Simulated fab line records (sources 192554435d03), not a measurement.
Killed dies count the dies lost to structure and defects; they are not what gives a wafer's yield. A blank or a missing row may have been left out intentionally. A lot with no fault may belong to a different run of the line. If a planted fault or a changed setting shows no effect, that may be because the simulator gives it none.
Matching of chambers	flow n5Finfet	N5_MOL_CONTACT_COAG_ALD_131 on aldSin-04 has 3 sister chambers
The step deposits SiO2, target thk 5 nm, pulse time 1 s, co reactant pulse time 1 s. 6 wafers are shown with their chamber, then 7 later ones without.

EACH WAFER AND ITS CHAMBER
wafer	chamber	heaterPowerW (W)	heaterPowerOuterW (W)
L085.3	0	87	43
L085.5	1	71	38
L087.1	1	73	39
L087.3	2	81	43
L087.6	2	82	44
L088.2	0	88	42

WAFERS WHOSE CHAMBER IS MISSING
wafer	heaterPowerW (W)	heaterPowerOuterW (W)
L088.4	72	38
L088.5	87	44
L090.1	73	38
L090.5	86	43
L091.3	81	45
L091.5	83	44
L091.6	71	40

CHAMBER TAKEN BY EACH
wafer	from the rows above	in truth
L088.4	1	1
L088.5	0	0
L090.1	1	1
L090.5	0	0
L091.3	2	2
L091.5	2	2
L091.6	1	1
Correct placement for 7 of the 7. Left unplaced by these rows: 0. Placed wrongly: 0.
How it was worked out, from the rows above alone: a wafer's distance from a chamber is the root of the sum, over the readings, of the square of ((its reading less the chamber's mean) divided by the reading's scatter). The wafer belongs to the nearest chamber; if the next one is less than 2 further off, it can't be placed. The mean given for a chamber averages the wafers shown for that chamber. How the scatter is found: for the shown wafers, subtract from each reading the mean of its chamber, square and add these, divide the total by (wafers less chambers), then take the root.
